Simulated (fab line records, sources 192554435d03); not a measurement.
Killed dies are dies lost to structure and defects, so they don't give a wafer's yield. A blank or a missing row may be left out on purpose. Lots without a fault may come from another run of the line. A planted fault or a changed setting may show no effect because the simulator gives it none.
Split-lot experiment | flow n5_finfet | 7 lots, 39 wafers read, on a route of 1938 steps

THE SPLIT
At N5_MOL_CONTACT_COAG_ETCH_67 (etches SOC in N2/H2, target depth 60 nm, overetch 21 nm, time 101.2 s), the setting source_w was moved away from the recipe's 840 W on 12 of the 39 wafers read, by -15.0% to -11.5%. The other wafers ran this setting at the recipe's value.

The reading is taken at the split's own step.

THE READING
rf_vpp_V, in V, at N5_MOL_CONTACT_COAG_ETCH_67 (etches SOC in N2/H2, target depth 60 nm, overetch 21 nm, time 101.2 s). Fault-free wafers of this fab line usually give 524.9 V, standard deviation 3 V.

wafer  | tool, chamber at the split | source_w as run, W | against the recipe | rf_vpp_V, V | against lot-mates on the recipe
L075.1 | rie_diel-03, 3             | 840                | recipe             | 526.1       | -
L075.2 | rie_diel-03, 2             | 840                | recipe             | 522.4       | -
L075.3 | rie_diel-03, 1             | 840                | recipe             | 528.6       | -
L075.4 | rie_diel-03, 0             | 840                | recipe             | 523.8       | -
L075.5 | rie_diel-03, 0             | 840                | recipe             | 522.9       | -
L075.6 | rie_diel-03, 1             | 840                | recipe             | 527.9       | -
L076.1 | rie_diel-01, 3             | 714.4              | -15.0%             | 552.3       | +27.2
L076.2 | rie_diel-01, 2             | 714.4              | -15.0%             | 557.5       | +32.4
L076.3 | rie_diel-01, 1             | 840                | recipe             | 527.1       | -
L076.4 | rie_diel-01, 0             | 840                | recipe             | 525.7       | -
L076.5 | rie_diel-01, 0             | 714.4              | -15.0%             | 554.7       | +29.6
L076.6 | rie_diel-01, 3             | 840                | recipe             | 522.6       | -
L079.1 | rie_diel-04, 0             | 840                | recipe             | 522.0       | -
L079.2 | rie_diel-04, 3             | 840                | recipe             | 520.0       | -
L079.3 | rie_diel-04, 1             | 840                | recipe             | 528.6       | -
L079.4 | rie_diel-04, 2             | 840                | recipe             | 524.6       | -
L079.5 | rie_diel-04, 3             | 840                | recipe             | 521.2       | -
L079.6 | rie_diel-04, 0             | 840                | recipe             | 523.3       | -
L081.1 | rie_diel-03, 1             | 721.6              | -14.1%             | 555.5       | +31.5
L081.2 | rie_diel-03, 3             | 840                | recipe             | 524.8       | -
L081.3 | rie_diel-03, 2             | 721.6              | -14.1%             | 547.8       | +23.8
L081.4 | rie_diel-03, 0             | 840                | recipe             | 523.7       | -
L081.5 | rie_diel-03, 0             | 840                | recipe             | 523.4       | -
L081.6 | rie_diel-03, 1             | 721.6              | -14.1%             | 555.4       | +31.4
L088.1 | rie_diel-01, 2             | 840                | recipe             | 528.6       | -
L088.2 | rie_diel-01, 3             | 729.7              | -13.1%             | 547.5       | +21.9
L088.3 | rie_diel-01, 1             | 729.7              | -13.1%             | 551.4       | +25.8
L088.4 | rie_diel-01, 0             | 840                | recipe             | 524.2       | -
L088.5 | rie_diel-01, 0             | 729.7              | -13.1%             | 550.0       | +24.4
L088.6 | rie_diel-01, 3             | 840                | recipe             | 523.9       | -
L090.3 | rie_diel-03, 1             | 840                | recipe             | 527.1       | -
L090.4 | rie_diel-03, 2             | 840                | recipe             | 520.2       | -
L090.6 | rie_diel-03, 0             | 840                | recipe             | 522.1       | -
L093.1 | rie_diel-04, 0             | 840                | recipe             | 522.7       | -
L093.2 | rie_diel-04, 1             | 840                | recipe             | 528.0       | -
L093.3 | rie_diel-04, 2             | 743.6              | -11.5%             | 547.3       | +21.3
L093.4 | rie_diel-04, 3             | 743.6              | -11.5%             | 549.5       | +23.5
L093.5 | rie_diel-04, 0             | 743.6              | -11.5%             | 544.8       | +18.8
L093.6 | rie_diel-04, 3             | 840                | recipe             | 527.4       | -

THE FIT
A straight line over all 39 wafers: rf_vpp_V changes by -1.99 V for each +1% of source_w; r = -0.98; the points scatter about the line by 2.6 V.
The same after taking each lot's own level away (the mean of its wafers on the recipe; 39 wafers): -1.95 V for each +1%; r = -0.98; scatter 2.5 V.
On that fit, the largest move of source_w shifts the reading by 29 V.
The lots' own levels span 523.13 to 526.03 V, that is 1.0 times the standard deviation above.
So the lot-to-lot level changes the slope little: the two slopes agree.
Check: with one of the wafers moved furthest among these (-15.0%) left out of the fit, the line predicts +29.3 V for it against its lot-mates. It came out at +27.2 V against them.
Tool readings at the split's step, against how far the setting was moved: rf_vpp_V r = -0.98.

OTHER SPLITS ON THESE WAFERS
These wafers also went through other splits before the reading. Each is held against what the fit with the lots' levels taken away leaves over:
other split on the same wafers          | wafers away from the commonest value | r with rf_vpp_V (lot level and that fit taken away)
N5_DUMMY_GATE_EXPOSE_12 dose_mj         | 12                                   | -0.17
N5_DUMMY_GATE_ETCH_32 time_s            | 15                                   | -0.12
N5_SD_EPI_P_SD_RECESS_17 target_depth_a | 9                                    | +0.19

THE WHOLE CHAIN: every reading that the file lists as answering this split, in the file's order
step                        | what it does                                                          | reading                                                                                   | change (the file's fit)                | r (the file's)
N5_MOL_CONTACT_COAG_ETCH_67 | etches SOC in N2/H2, target depth 60 nm, overetch 21 nm, time 101.2 s | rf_vpp_V                                                                                  | -1.94 V for each +1% of the setting    | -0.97
N5_MOL_CONTACT_COAG_ETCH_67 | etches SOC in N2/H2, target depth 60 nm, overetch 21 nm, time 101.2 s | SiARC_of_MOL_CONTACT_COAG_COAT_63.thk_nm (the simulator's own value, which no gauge read) | -0.0238 nm for each +1% of the setting | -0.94

THE FILE'S OWN FIT
rf_vpp_V changes by -1.94 V for each +1% of source_w, r = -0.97.
